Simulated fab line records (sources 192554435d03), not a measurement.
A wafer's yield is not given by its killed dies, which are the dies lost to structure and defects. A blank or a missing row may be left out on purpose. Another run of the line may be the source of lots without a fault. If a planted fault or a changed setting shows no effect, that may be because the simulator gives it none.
One fault through the eyes of 2 desks -- flow n5-finfet -- what lay behind the numbers comes last; until then each desk has only its own

## THE METROLOGY DESK
What the gauges read for every lot (on any tool): the sampled wafers with a number, averaged. A lot is out of limits, marked OUT, if its mean lies more than 4 standard deviations from the usual mean; the brackets give that distance. Shown here are 7 of its 10 readings, the ones lying furthest out on some lot.
Columns: A = DIBL_P at N5_BEOL_M4_RC_MEAS_101, usual 36.2 mV/V; B = IOFF_N at N5_BEOL_M4_RC_MEAS_101, usual 0.16 nA/um; C = IOFF_P at N5_BEOL_M4_RC_MEAS_101, usual 0.21 nA/um; D = ION_N at N5_BEOL_M4_RC_MEAS_101, usual 672 uA/um; E = ION_P at N5_BEOL_M4_RC_MEAS_101, usual 461 uA/um; F = SS_N at N5_BEOL_M4_RC_MEAS_101, usual 71.4 mV/dec; G = VT_N at N5_BEOL_M4_RC_MEAS_101, usual 250 mV
lot,first seen here,A,B,C,D,E,F,G
L226,day 10 20:44,36.4,0.17,0.21,666,459,71.6,252
L229,day 11 00:51,36.9,0.16,0.20,668,456,72.0,250
L233,day 12 07:17,35.8,0.16,0.19,672,460,71.3,250
L235,day 13 14:07,35.2,0.14,0.18,652,451,71.4,254
L238,day 13 14:49,33.7,0.12,0.17,658,456,70.5,252
This desk's finding: nothing out of limits on any of the 5 lots.

## THE TOOL OWNER'S DESK: pecvd-03
The tool's own readings at N5_SDB_HM_DEP_00 (deposits SiNx from SiH4/NH3/N2, target thk 40 nm, time 35.3 s): means of the sampled wafers that have a number, for each lot that ran on this tool. A lot is out of limits, marked OUT, if its mean lies more than 4 standard deviations from the usual mean; the brackets give that distance.
Columns: A = heater-power-w at N5_SDB_HM_DEP_00, usual 829 W; B = showerhead-plenum-p-Torr at N5_SDB_HM_DEP_00, usual 5.19 Torr; C = throttle-valve-pct at N5_SDB_HM_DEP_00, usual 40 %
lot,first seen here,A,B,C
L226,day 4 23:41,870,5.23,44
L229,day 5 19:57,873,5.15,46
L233,day 6 19:35,899,5.20,46
L235,day 7 10:09,772,5.19,45
This desk's finding: nothing out of limits on any of the 4 lots.

## ALL TOGETHER
From the metrology desk's view, nothing was out of limits.
Nothing out of limits was seen by the tool owner's desk.

## WHAT HAD BEEN PUT IN BY THE SIMULATOR
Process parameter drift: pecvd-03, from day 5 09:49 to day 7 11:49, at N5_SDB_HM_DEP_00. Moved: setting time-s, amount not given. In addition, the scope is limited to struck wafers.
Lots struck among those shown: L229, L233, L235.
